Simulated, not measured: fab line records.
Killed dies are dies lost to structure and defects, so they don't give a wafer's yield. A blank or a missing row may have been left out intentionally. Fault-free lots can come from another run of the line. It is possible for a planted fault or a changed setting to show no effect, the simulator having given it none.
Split-lot trial ; flow n5Finfet ; 21 wafers read from 7 lots, route of 1938 steps

## THE SPLIT
At N5_SPACER0_ALD_00 (deposits SiOCN, target thk 3.5 nm, pulse time 3 s, purge time 2 s), the setting aldCycles was moved away from the recipe's 58 on 3 of the 21 wafers read, by -15.5% to +6.9%. This setting was run at the recipe's value on the other wafers.

The reading comes from the split's own step.

## THE READING
SiOCN_of_SPACER0_ALD_00.thkNm (the simulator's own value, which no gauge read), in nm, at N5_SPACER0_ALD_00 (deposits SiOCN, target thk 3.5 nm, pulse time 3 s, purge time 2 s). There is no usual value for it anywhere in the file. Here, 18 wafers ran the recipe; their average is 3.5 nm with a standard deviation of 0.094 nm.

wafer;tool, chamber at the split;aldCycles as run;against the recipe;SiOCN_of_SPACER0_ALD_00.thkNm, nm;against lot-mates on the recipe
L074.2;aldSin-01, 2,3;58;recipe;3.4;-
L074.3;aldSin-01, 2,3;58;recipe;3.4;-
L074.6;aldSin-01, 0;58;recipe;3.6;-
L075.3;aldSin-02, 0,1,0;58;recipe;3.4;-
L075.4;aldSin-02, 0,1,0;58;recipe;3.4;-
L075.6;aldSin-02, 0,1,0;58;recipe;3.4;-
L083.3;aldSin-03, 2;58;recipe;3.6;-
L083.4;aldSin-03, 0;62;+6.9%;3.8;+0.3
L083.5;aldSin-03, 2;58;recipe;3.4;-
L086.1;aldSin-03, 3,2;58;recipe;3.6;-
L086.2;aldSin-03, 3,2;58;recipe;3.6;-
L086.4;aldSin-03, 1;58;recipe;3.4;-
L087.4;aldSin-01, 1;49;-15.5%;3;-0.6
L087.5;aldSin-01, 1;49;-15.5%;3;-0.6
L087.6;aldSin-01, 0;58;recipe;3.6;-
L091.2;aldSin-01, 3,2,2;58;recipe;3.4;-
L091.3;aldSin-01, 3,2,2;58;recipe;3.4;-
L091.5;aldSin-01, 3,2,2;58;recipe;3.4;-
L093.3;aldSin-02, 1;58;recipe;3.4;-
L093.5;aldSin-02, 1;58;recipe;3.4;-
L093.6;aldSin-02, 2;58;recipe;3.6;-
The file does not say which wafer passed through which chamber wherever a row lists several chambers: such a row stands for several wafers.

THE FIT
A straight line over all 21 wafers: SiOCN_of_SPACER0_ALD_00.thkNm changes by +0.0321 nm for each +1% of aldCycles; r = +0.87; the points scatter about the line by 0.095 nm.
The same after taking each lot's own level away (the mean of its wafers on the recipe; 21 wafers): +0.0392 nm for each +1%; r = +0.94; scatter 0.073 nm.
According to that fit, moving aldCycles by its largest amount changes the reading by 0.61 nm.
From 3.40 to 3.60 nm: that is the span of the lots' own levels, equal to 2.1 times the standard deviation above.
In other words, the slope is changed by the lot-to-lot level; the two fits disagree.
Check: for one of the wafers moved furthest among these (-15.5%), held out of the fit, the line's prediction against its lot-mates is -0.611 nm. Against them it came out at -0.6 nm.

## THESE WAFERS: OTHER SPLITS
Other splits were also applied to these wafers ahead of the reading. Each is held against what the fit with the lots' levels taken away leaves over:
other split on the same wafers;wafers away from the commonest value;r with SiOCN_of_SPACER0_ALD_00.thkNm (lot level and that fit taken away)
N5_ZERO_LAYER_DEVELOP_10 developTimeS;7;-0.35
N5_WELL_APT_COAT_02 spinRpm;11;-0.16
N5_WELL_APT_COAT_19 spinRpm;5;-0.11
N5_FIN_SAQP_HM_DEP_03 timeS;8;+0.08
N5_FIN_SAQP_EXPOSE_13 doseMj;5;+0.11
N5_FIN_CUT_EXPOSE_05 doseMj;4;-0.28

## THE FILE'S OWN FIT
SiOCN_of_SPACER0_ALD_00.thkNm changes by +0.0395 nm for each +1% of aldCycles, r = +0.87.
